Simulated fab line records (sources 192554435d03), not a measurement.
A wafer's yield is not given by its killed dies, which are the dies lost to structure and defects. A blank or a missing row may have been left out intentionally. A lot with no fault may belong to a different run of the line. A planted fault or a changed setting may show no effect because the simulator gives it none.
Which tool did it? / flow n5 finfet / 24 lots, 72 wafers sampled, at 6 steps of a route of 1938

## WHAT EACH GAUGE READ, for each wafer
N5_BEOL_M10_THK_MEAS_53: measures by xrf.
lot=L074; measured=day 11 20:14; on=film metro-02; M10_THK (nm)=140.3 139.2 140.0
lot=L075; measured=day 13 05:22; on=film metro-01; M10_THK (nm)=145.8 141.9 145.8
lot=L076; measured=day 13 10:22; on=film metro-02; M10_THK (nm)=139.7 142.7 143.4
lot=L077; measured=day 13 18:56; on=film metro-01; M10_THK (nm)=143.1 145.1 145.6
lot=L078; measured=day 14 03:01; on=film metro-02; M10_THK (nm)=139.4 141.9 142.5
lot=L080; measured=day 14 11:35; on=film metro-01; M10_THK (nm)=139.7 141.8 141.1
lot=L081; measured=day 14 15:16; on=film metro-01; M10_THK (nm)=145.8 144.3 143.7
lot=L083; measured=day 14 19:43; on=film metro-01; M10_THK (nm)=137.9 142.5 143.0
lot=L082; measured=day 14 23:06; on=film metro-01; M10_THK (nm)=145.6 142.6 145.0
lot=L084; measured=day 15 01:19; on=film metro-01; M10_THK (nm)=143.5 142.6 143.1
lot=L086; measured=day 15 13:28; on=film metro-01; M10_THK (nm)=140.1 138.1 143.9
lot=L092; measured=day 15 13:34; on=film metro-02; M10_THK (nm)=140.3 137.1 139.9
lot=L085; measured=day 15 15:40; on=film metro-01; M10_THK (nm)=145.2 144.1 145.6
lot=L088; measured=day 16 04:41; on=film metro-01; M10_THK (nm)=142.2 141.8 139.0
lot=L087; measured=day 16 12:29; on=film metro-01; M10_THK (nm)=140.6 143.1 141.2
lot=L089; measured=day 16 13:44; on=film metro-01; M10_THK (nm)=145.2 139.4 143.3
lot=L090; measured=day 16 15:22; on=film metro-02; M10_THK (nm)=140.0 143.2 139.0
lot=L091; measured=day 16 19:04; on=film metro-01; M10_THK (nm)=140.8 142.5 149.6
lot=L093; measured=day 16 22:15; on=film metro-02; M10_THK (nm)=135.5 139.0 140.5
lot=L097; measured=day 18 02:19; on=film metro-02; M10_THK (nm)=143.3 148.0 147.3
lot=L079; measured=day 18 02:35; on=film metro-01; M10_THK (nm)=142.5 141.6 139.7
lot=L096; measured=day 18 04:53; on=film metro-01; M10_THK (nm)=142.2 142.7 143.9
lot=L094; measured=day 18 23:01; on=film metro-02; M10_THK (nm)=144.8 139.0 139.2
lot=L095; measured=day 19 03:11; on=film metro-02; M10_THK (nm)=144.1 142.2 143.8

N5_BEOL_M11_INSPECT_30: inspects for defects (brightfield).
lot=L074; measured=day 12 00:23; on=defect inspect-02; raw defect count=324 403 497
lot=L075; measured=day 13 09:11; on=defect inspect-02; raw defect count=511 428 337
lot=L076; measured=day 13 16:58; on=defect inspect-02; raw defect count=489 464 424
lot=L077; measured=day 13 23:46; on=defect inspect-01; raw defect count=511 583 420
lot=L078; measured=day 14 08:51; on=defect inspect-01; raw defect count=281 370 279
lot=L080; measured=day 14 16:41; on=defect inspect-01; raw defect count=460 414 411
lot=L081; measured=day 14 18:58; on=defect inspect-01; raw defect count=504 560 789
lot=L083; measured=day 14 22:19; on=defect inspect-01; raw defect count=695 539 338
lot=L082; measured=day 15 03:51; on=defect inspect-01; raw defect count=435 467 504
lot=L084; measured=day 15 06:02; on=defect inspect-02; raw defect count=296 334 592
lot=L086; measured=day 15 17:08; on=defect inspect-02; raw defect count=274 233 323
lot=L092; measured=day 15 17:18; on=defect inspect-02; raw defect count=425 586 391
lot=L085; measured=day 15 21:01; on=defect inspect-01; raw defect count=369 370 348
lot=L088; measured=day 16 11:21; on=defect inspect-02; raw defect count=478 275 384
lot=L087; measured=day 16 18:22; on=defect inspect-02; raw defect count=677 381 528
lot=L089; measured=day 16 18:29; on=defect inspect-01; raw defect count=370 341 549
lot=L090; measured=day 16 23:03; on=defect inspect-02; raw defect count=313 352 464
lot=L091; measured=day 16 23:05; on=defect inspect-02; raw defect count=683 411 496
lot=L093; measured=day 17 04:01; on=defect inspect-01; raw defect count=352 480 327
lot=L097; measured=day 18 09:55; on=defect inspect-01; raw defect count=505 588 376
lot=L079; measured=day 18 10:16; on=defect inspect-02; raw defect count=271 238 372
lot=L096; measured=day 18 10:05; on=defect inspect-01; raw defect count=373 699 478
lot=L094; measured=day 19 02:35; on=defect inspect-01; raw defect count=590 525 489
lot=L095; measured=day 19 09:07; on=defect inspect-01; raw defect count=641 609 609

N5_BEOL_M12_THK_MEAS_01.
lot=L074; measured=day 12 05:19; on=film metro-01; M12_ILD_THK (nm)=644 655 657
lot=L075; measured=day 13 13:46; on=film metro-01; M12_ILD_THK (nm)=646 658 660
lot=L076; measured=day 13 21:57; on=film metro-02; M12_ILD_THK (nm)=649 665 672
lot=L077; measured=day 14 03:14; on=film metro-01; M12_ILD_THK (nm)=657 655 662
lot=L078; measured=day 14 12:25; on=film metro-02; M12_ILD_THK (nm)=657 658 658
lot=L080; measured=day 14 19:56; on=film metro-02; M12_ILD_THK (nm)=660 665 673
lot=L081; measured=day 14 23:10; on=film metro-02; M12_ILD_THK (nm)=651 657 660
lot=L083; measured=day 15 01:33; on=film metro-02; M12_ILD_THK (nm)=655 666 665
lot=L082; measured=day 15 08:46; on=film metro-02; M12_ILD_THK (nm)=643 647 652
lot=L084; measured=day 15 09:32; on=film metro-02; M12_ILD_THK (nm)=650 667 666
lot=L086; measured=day 15 21:02; on=film metro-02; M12_ILD_THK (nm)=651 647 659
lot=L092; measured=day 15 22:13; on=film metro-01; M12_ILD_THK (nm)=643 648 653
lot=L085; measured=day 16 01:02; on=film metro-02; M12_ILD_THK (nm)=660 658 666
lot=L088; measured=day 16 15:15; on=film metro-02; M12_ILD_THK (nm)=654 659 646
lot=L087; measured=day 16 21:51; on=film metro-02; M12_ILD_THK (nm)=652 656 663
lot=L089; measured=day 16 22:02; on=film metro-02; M12_ILD_THK (nm)=657 669 660
lot=L090; measured=day 17 03:22; on=film metro-02; M12_ILD_THK (nm)=662 659 658
lot=L091; measured=day 17 03:27; on=film metro-02; M12_ILD_THK (nm)=648 651 652
lot=L093; measured=day 17 08:23; on=film metro-01; M12_ILD_THK (nm)=666 678 669
lot=L097; measured=day 18 13:43; on=film metro-01; M12_ILD_THK (nm)=651 653 662
lot=L079; measured=day 18 14:26; on=film metro-01; M12_ILD_THK (nm)=651 648 672
lot=L096; measured=day 18 14:20; on=film metro-01; M12_ILD_THK (nm)=662 652 666
lot=L094; measured=day 19 07:15; on=film metro-02; M12_ILD_THK (nm)=657 658 663
lot=L095; measured=day 19 12:29; on=film metro-01; M12_ILD_THK (nm)=650 660 659

## TOOL THAT RAN EACH LOT (tool first, then ch and the chambers of the sampled wafers, then the start)
lot=L074; N5_BEOL_M11_HM_DEP_02=pvd sputter-02, day 11 21:50; N5_BEOL_M11_DEGAS_44=pvd sputter-01, day 12 01:44; N5_BEOL_M11_SPUTTER_48=pvd sputter-03, day 12 03:50
lot=L075; N5_BEOL_M11_HM_DEP_02=pvd sputter-01, day 13 07:26; N5_BEOL_M11_DEGAS_44=pvd sputter-03, day 13 11:41; N5_BEOL_M11_SPUTTER_48=pvd sputter-01, day 13 12:36
lot=L076; N5_BEOL_M11_HM_DEP_02=pvd sputter-01, day 13 12:16; N5_BEOL_M11_DEGAS_44=pvd sputter-02, day 13 18:42; N5_BEOL_M11_SPUTTER_48=pvd sputter-02, day 13 20:47
lot=L077; N5_BEOL_M11_HM_DEP_02=pvd sputter-03, day 13 21:01; N5_BEOL_M11_DEGAS_44=pvd sputter-03, day 14 01:08; N5_BEOL_M11_SPUTTER_48=pvd sputter-01, day 14 01:51
lot=L078; N5_BEOL_M11_HM_DEP_02=pvd sputter-01, day 14 05:07; N5_BEOL_M11_DEGAS_44=pvd sputter-03, day 14 10:10; N5_BEOL_M11_SPUTTER_48=pvd sputter-02, day 14 11:01
lot=L080; N5_BEOL_M11_HM_DEP_02=pvd sputter-03, day 14 15:05; N5_BEOL_M11_DEGAS_44=pvd sputter-02, day 14 18:07; N5_BEOL_M11_SPUTTER_48=pvd sputter-01, day 14 18:47
lot=L081; N5_BEOL_M11_HM_DEP_02=pvd sputter-02, day 14 17:04; N5_BEOL_M11_DEGAS_44=pvd sputter-02, day 14 20:22; N5_BEOL_M11_SPUTTER_48=pvd sputter-03, day 14 21:46
lot=L083; N5_BEOL_M11_HM_DEP_02=pvd sputter-02, day 14 20:45; N5_BEOL_M11_DEGAS_44=pvd sputter-01, day 14 23:39; N5_BEOL_M11_SPUTTER_48=pvd sputter-02, day 15 00:25
lot=L082; N5_BEOL_M11_HM_DEP_02=pvd sputter-02, day 15 00:46; N5_BEOL_M11_DEGAS_44=pvd sputter-02, day 15 06:50; N5_BEOL_M11_SPUTTER_48=pvd sputter-01, day 15 07:33
lot=L084; N5_BEOL_M11_HM_DEP_02=pvd sputter-02, day 15 04:31; N5_BEOL_M11_DEGAS_44=pvd sputter-03, day 15 07:34; N5_BEOL_M11_SPUTTER_48=pvd sputter-01, day 15 08:13
lot=L086; N5_BEOL_M11_HM_DEP_02=pvd sputter-02, day 15 14:46; N5_BEOL_M11_DEGAS_44=pvd sputter-03, day 15 18:25; N5_BEOL_M11_SPUTTER_48=pvd sputter-01, day 15 19:23
lot=L092; N5_BEOL_M11_HM_DEP_02=pvd sputter-02, day 15 14:57; N5_BEOL_M11_DEGAS_44=pvd sputter-02, day 15 18:41; N5_BEOL_M11_SPUTTER_48=pvd sputter-02, day 15 21:01
lot=L085; N5_BEOL_M11_HM_DEP_02=pvd sputter-02, day 15 17:58; N5_BEOL_M11_DEGAS_44=pvd sputter-01, day 15 22:42; N5_BEOL_M11_SPUTTER_48=pvd sputter-01, day 15 23:52
lot=L088; N5_BEOL_M11_HM_DEP_02=pvd sputter-03, day 16 09:44; N5_BEOL_M11_DEGAS_44=pvd sputter-01, day 16 12:34; N5_BEOL_M11_SPUTTER_48=pvd sputter-02, day 16 14:03
lot=L087; N5_BEOL_M11_HM_DEP_02=pvd sputter-02, day 16 14:21; N5_BEOL_M11_DEGAS_44=pvd sputter-03, day 16 19:41; N5_BEOL_M11_SPUTTER_48=pvd sputter-02, day 16 20:19
lot=L089; N5_BEOL_M11_HM_DEP_02=pvd sputter-01, day 16 15:04; N5_BEOL_M11_DEGAS_44=pvd sputter-03, day 16 19:46; N5_BEOL_M11_SPUTTER_48=pvd sputter-02, day 16 20:24
lot=L090; N5_BEOL_M11_HM_DEP_02=pvd sputter-03, day 16 19:10; N5_BEOL_M11_DEGAS_44=pvd sputter-02, day 17 00:40; N5_BEOL_M11_SPUTTER_48=pvd sputter-03, day 17 01:44
lot=L091; N5_BEOL_M11_HM_DEP_02=pvd sputter-02, day 16 21:02; N5_BEOL_M11_DEGAS_44=pvd sputter-02, day 17 00:44; N5_BEOL_M11_SPUTTER_48=pvd sputter-02, day 17 01:44
lot=L093; N5_BEOL_M11_HM_DEP_02=pvd sputter-02, day 17 00:16; N5_BEOL_M11_DEGAS_44=pvd sputter-02, day 17 05:28; N5_BEOL_M11_SPUTTER_48=pvd sputter-03, day 17 07:04
lot=L097; N5_BEOL_M11_HM_DEP_02=pvd sputter-01, day 18 04:20; N5_BEOL_M11_DEGAS_44=pvd sputter-01, day 18 11:01; N5_BEOL_M11_SPUTTER_48=pvd sputter-01, day 18 11:59
lot=L079; N5_BEOL_M11_HM_DEP_02=pvd sputter-01, day 18 04:26; N5_BEOL_M11_DEGAS_44=pvd sputter-01, day 18 12:35; N5_BEOL_M11_SPUTTER_48=pvd sputter-02, day 18 13:17
lot=L096; N5_BEOL_M11_HM_DEP_02=pvd sputter-03, day 18 06:01; N5_BEOL_M11_DEGAS_44=pvd sputter-01, day 18 12:04; N5_BEOL_M11_SPUTTER_48=pvd sputter-01, day 18 12:46
lot=L094; N5_BEOL_M11_HM_DEP_02=pvd sputter-02, day 19 01:12; N5_BEOL_M11_DEGAS_44=pvd sputter-01, day 19 05:22; N5_BEOL_M11_SPUTTER_48=pvd sputter-02, day 19 06:06
lot=L095; N5_BEOL_M11_HM_DEP_02=pvd sputter-02, day 19 05:40; N5_BEOL_M11_DEGAS_44=pvd sputter-01, day 19 10:19; N5_BEOL_M11_SPUTTER_48=pvd sputter-01, day 19 11:14
- N5_BEOL_M11_HM_DEP_02: deposits TiN, target thk 20 nm.
- N5_BEOL_M11_DEGAS_44: time 60 s.
- N5_BEOL_M11_SPUTTER_48: material Cu, target thk 12 nm, time 2 s.

## AS READ BY THE TOOLS THEMSELVES (means over the sampled wafers that have a number; for cases with no such wafer, the mark the record gives instead)
N5_BEOL_M11_HM_DEP_02.
lot=L074; tool=pvd sputter-02; susceptor temp C (C)=24.98; throttle valve pct (%)=29.5
lot=L075; tool=pvd sputter-01; susceptor temp C (C)=25.14; throttle valve pct (%)=30.5
lot=L076; tool=pvd sputter-01; susceptor temp C (C)=25.06; throttle valve pct (%)=29.7
lot=L077; tool=pvd sputter-03; susceptor temp C (C)=25.00; throttle valve pct (%)=29.3
lot=L078; tool=pvd sputter-01; susceptor temp C (C)=24.92; throttle valve pct (%)=30.3
lot=L080; tool=pvd sputter-03; susceptor temp C (C)=24.95; throttle valve pct (%)=30.0
lot=L081; tool=pvd sputter-02; susceptor temp C (C)=25.06; throttle valve pct (%)=30.5
lot=L083; tool=pvd sputter-02; susceptor temp C (C)=24.99; throttle valve pct (%)=29.2
lot=L082; tool=pvd sputter-02; susceptor temp C (C)=25.01; throttle valve pct (%)=30.7
lot=L084; tool=pvd sputter-02; susceptor temp C (C)=24.97; throttle valve pct (%)=29.6
lot=L086; tool=pvd sputter-02; susceptor temp C (C)=25.01; throttle valve pct (%)=30.3
lot=L092; tool=pvd sputter-02; susceptor temp C (C)=25.03; throttle valve pct (%)=29.2
lot=L085; tool=pvd sputter-02; susceptor temp C (C)=25.09; throttle valve pct (%)=30.4
lot=L088; tool=pvd sputter-03; susceptor temp C (C)=24.98; throttle valve pct (%)=29.2
lot=L087; tool=pvd sputter-02; susceptor temp C (C)=24.93; throttle valve pct (%)=29.2
lot=L089; tool=pvd sputter-01; susceptor temp C (C)=24.97; throttle valve pct (%)=29.1
lot=L090; tool=pvd sputter-03; susceptor temp C (C)=24.97; throttle valve pct (%)=30.1
lot=L091; tool=pvd sputter-02; susceptor temp C (C)=25.04; throttle valve pct (%)=29.5
lot=L093; tool=pvd sputter-02; susceptor temp C (C)=24.89; throttle valve pct (%)=30.3
lot=L097; tool=pvd sputter-01; susceptor temp C (C)=25.06; throttle valve pct (%)=29.3
lot=L079; tool=pvd sputter-01; susceptor temp C (C)=24.96; throttle valve pct (%)=29.7
lot=L096; tool=pvd sputter-03; susceptor temp C (C)=25.00; throttle valve pct (%)=29.7
lot=L094; tool=pvd sputter-02; susceptor temp C (C)=25.03; throttle valve pct (%)=29.3
lot=L095; tool=pvd sputter-02; susceptor temp C (C)=24.87; throttle valve pct (%)=30.1

N5_BEOL_M11_DEGAS_44.
lot=L074; tool=pvd sputter-01; heater power w (W)=324; susceptor temp C (C)=249.88
lot=L075; tool=pvd sputter-03; heater power w (W)=320; susceptor temp C (C)=249.93
lot=L076; tool=pvd sputter-02; heater power w (W)=320; susceptor temp C (C)=250.30
lot=L077; tool=pvd sputter-03; heater power w (W)=338; susceptor temp C (C)=250.00
lot=L078; tool=pvd sputter-03; heater power w (W)=311; susceptor temp C (C)=249.88
lot=L080; tool=pvd sputter-02; heater power w (W)=316; susceptor temp C (C)=250.14
lot=L081; tool=pvd sputter-02; heater power w (W)=326; susceptor temp C (C)=249.97
lot=L083; tool=pvd sputter-01; heater power w (W)=346; susceptor temp C (C)=250.03
lot=L082; tool=pvd sputter-02; heater power w (W)=330; susceptor temp C (C)=249.97
lot=L084; tool=pvd sputter-03; heater power w (W)=322; susceptor temp C (C)=249.85
lot=L086; tool=pvd sputter-03; heater power w (W)=315; susceptor temp C (C)=250.08
lot=L092; tool=pvd sputter-02; heater power w (W)=329; susceptor temp C (C)=249.97
lot=L085; tool=pvd sputter-01; heater power w (W)=374; susceptor temp C (C)=250.11
lot=L088; tool=pvd sputter-01; heater power w (W)=319; susceptor temp C (C)=250.06
lot=L087; tool=pvd sputter-03; heater power w (W)=340; susceptor temp C (C)=249.85
lot=L089; tool=pvd sputter-03; heater power w (W)=315; susceptor temp C (C)=250.12
lot=L090; tool=pvd sputter-02; heater power w (W)=323; susceptor temp C (C)=250.05
lot=L091; tool=pvd sputter-02; heater power w (W)=328; susceptor temp C (C)=249.90
lot=L093; tool=pvd sputter-02; heater power w (W)=325; susceptor temp C (C)=250.05
lot=L097; tool=pvd sputter-01; heater power w (W)=362; susceptor temp C (C)=249.94
lot=L079; tool=pvd sputter-01; heater power w (W)=331; susceptor temp C (C)=250.02
lot=L096; tool=pvd sputter-01; heater power w (W)=316; susceptor temp C (C)=249.88
lot=L094; tool=pvd sputter-01; heater power w (W)=304; susceptor temp C (C)=249.89
lot=L095; tool=pvd sputter-01; heater power w (W)=341; susceptor temp C (C)=249.97

N5_BEOL_M11_SPUTTER_48.
lot=L074; tool=pvd sputter-03; susceptor temp C (C)=-19.97; throttle valve pct (%)=30.5
lot=L075; tool=pvd sputter-01; susceptor temp C (C)=-20.09; throttle valve pct (%)=29.7
lot=L076; tool=pvd sputter-02; susceptor temp C (C)=-20.01; throttle valve pct (%)=29.7
lot=L077; tool=pvd sputter-01; susceptor temp C (C)=-19.97; throttle valve pct (%)=29.5
lot=L078; tool=pvd sputter-02; susceptor temp C (C)=-19.94; throttle valve pct (%)=29.2
lot=L080; tool=pvd sputter-01; susceptor temp C (C)=-20.13; throttle valve pct (%)=30.5
lot=L081; tool=pvd sputter-03; susceptor temp C (C)=-19.98; throttle valve pct (%)=29.7
lot=L083; tool=pvd sputter-02; susceptor temp C (C)=-19.99; throttle valve pct (%)=29.4
lot=L082; tool=pvd sputter-01; susceptor temp C (C)=-19.96; throttle valve pct (%)=30.5
lot=L084; tool=pvd sputter-01; susceptor temp C (C)=-19.95; throttle valve pct (%)=29.8
lot=L086; tool=pvd sputter-01; susceptor temp C (C)=-19.91; throttle valve pct (%)=29.9
lot=L092; tool=pvd sputter-02; susceptor temp C (C)=-20.03; throttle valve pct (%)=29.3
lot=L085; tool=pvd sputter-01; susceptor temp C (C)=-20.04; throttle valve pct (%)=30.0
lot=L088; tool=pvd sputter-02; susceptor temp C (C)=-20.00; throttle valve pct (%)=28.5
lot=L087; tool=pvd sputter-02; susceptor temp C (C)=-20.07; throttle valve pct (%)=30.4
lot=L089; tool=pvd sputter-02; susceptor temp C (C)=-20.01; throttle valve pct (%)=28.5
lot=L090; tool=pvd sputter-03; susceptor temp C (C)=-20.04; throttle valve pct (%)=29.9
lot=L091; tool=pvd sputter-02; susceptor temp C (C)=-19.98; throttle valve pct (%)=29.2
lot=L093; tool=pvd sputter-03; susceptor temp C (C)=-19.93; throttle valve pct (%)=30.3
lot=L097; tool=pvd sputter-01; susceptor temp C (C)=-19.95; throttle valve pct (%)=30.2
lot=L079; tool=pvd sputter-02; susceptor temp C (C)=-20.05; throttle valve pct (%)=29.4
lot=L096; tool=pvd sputter-01; susceptor temp C (C)=-20.01; throttle valve pct (%)=30.0
lot=L094; tool=pvd sputter-02; susceptor temp C (C)=-19.94; throttle valve pct (%)=30.4
lot=L095; tool=pvd sputter-01; susceptor temp C (C)=-19.91; throttle valve pct (%)=29.6

## THE ANSWER, worked out from the rows above alone
Rule: what is usual is taken from the lots themselves. The widest of any qualifying gaps counts: lots, ordered by their means at a reading, are off when they make up no more than a third of the lots, leave a main group of 4 or more, and stand apart from it by 3 or more times the standard deviation of that group's means. If all means in a main group match to the digits the tables above print for the reading, that group is not used. Also off: a lot with no number at a reading for which 4 or more lots have one. All remaining lots with rows at the step are treated as sound. Order of review: gauges by route order, followed by the tools' own readings, for which a lot's mean as printed above is used. The first step at which some lot is off is used, and at that step the reading that is off furthest; a lot without a number counts as furthest.
No lot is off at any reading shown: from this, nothing can be told.

## WHAT THE SIMULATOR HAD PUT IN
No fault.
